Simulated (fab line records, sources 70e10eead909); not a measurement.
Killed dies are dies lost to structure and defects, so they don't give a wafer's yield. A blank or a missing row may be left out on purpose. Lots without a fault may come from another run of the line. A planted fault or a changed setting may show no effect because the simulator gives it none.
A struck lot beside a sound one | flow nand_harc | 14 steps out of a route of 1302
Sound: wafers L120.1, L120.2, L120.6. Struck: wafer L132.6. (L132.2 of the same lot was not struck and is left out.) The cause comes at the end.
At each step with rows: each side's tool, then ch and its chambers, then its first start. Under that, the readings that differ: sound wafers | struck wafers | difference of the means | sigmas: that difference in standard deviations of wafers without a fault.
alike: readings whose means differ by less than 2 such deviations, and words and numbers that are the same on both sides. not compared: withheld readings, readings that some wafer has no value for, bounds like >300 that may hide the same value, and numbers for which the record gives no deviation and whose values overlap.
The two part at a step that has a row with sigmas, a row that says differs or no value, or rows on one side only. Numbers that don't overlap but have no deviation are shown without sigmas and don't part them. A reading that every wafer of one side lacks parts them only if that side has two wafers or more.

first, 1 step without rows for these wafers: NHARC_A_ONON_D1_DEP_12 (target thk 1000 nm).
NHARC_A_ONON_D1_THK_MEAS_14: measures by ellipsometry.
  sound on film_metro-01, day 9 01:22; struck on film_metro-02, day 14 10:17
  alike: thk_nm
then, 2 steps without rows for these wafers: NHARC_A_ONON_D1_ANNEAL_15 (time 3600 s); NHARC_A_ONON_D1_DEP_16 (target thk 1000 nm).
NHARC_A_ONON_D1_THK_MEAS_18: measures by ellipsometry.
  sound on film_metro-01, day 9 09:06; struck on film_metro-01, day 14 18:04
  alike: thk_nm
then, 1 step without rows for these wafers: NHARC_A_ONON_D1_DEP_19 (target thk 1000 nm).
NHARC_A_ONON_D1_THK_MEAS_21: measures by ellipsometry.
  sound on film_metro-02, day 9 09:40; struck on film_metro-01, day 14 18:38
  reading     | sound       | struck | difference | sigmas
  thk_nm (nm) | 990 992 991 | 1009   | +18        | +2
then, 1 step without rows for these wafers: NHARC_A_ONON_D1_DEP_22 (target thk 1000 nm).
NHARC_A_ONON_D1_THK_MEAS_24: measures by ellipsometry.
  sound on film_metro-02, day 9 10:14; struck on film_metro-02, day 14 19:11
  alike: thk_nm
then, 1 step without rows for these wafers: NHARC_A_ONON_D1_DEP_25 (target thk 1000 nm).
NHARC_A_ONON_D1_THK_MEAS_27: measures by ellipsometry.
  sound on film_metro-02, day 9 10:47; struck on film_metro-01, day 14 19:46
  alike: thk_nm
NHARC_A_ONON_D1_DEP_28: target thk 1000 nm.
  sound on pecvd_onon-02 ch 0, day 9 10:50; struck on pecvd_onon-02 ch 0, day 14 19:52
NHARC_A_ONON_D1_THK_MEAS_30: measures by ellipsometry.
  sound on film_metro-02, day 9 11:22; struck on film_metro-01, day 14 20:19
  reading     | sound       | struck | difference | sigmas
  thk_nm (nm) | 988 987 984 | 1030   | +44        | +4
NHARC_A_ONON_D1_DEP_33: deposits SiO2, target thk 200 nm.
  sound on pecvd-02 ch 0,2, day 9 11:25; struck on pecvd-02 ch 2, day 14 20:28
  alike: heater_power_w, mfc_precursor_sccm, throttle_valve_pct
  not compared: since_wet_clean_h

WHERE THEY PART
First at NHARC_A_ONON_D1_THK_MEAS_21; last, within this record, at NHARC_A_ONON_D1_THK_MEAS_30. Later steps at which nothing parts them and some readings are alike: NHARC_A_ONON_D1_DEP_33.

WHY: what the simulator had put in
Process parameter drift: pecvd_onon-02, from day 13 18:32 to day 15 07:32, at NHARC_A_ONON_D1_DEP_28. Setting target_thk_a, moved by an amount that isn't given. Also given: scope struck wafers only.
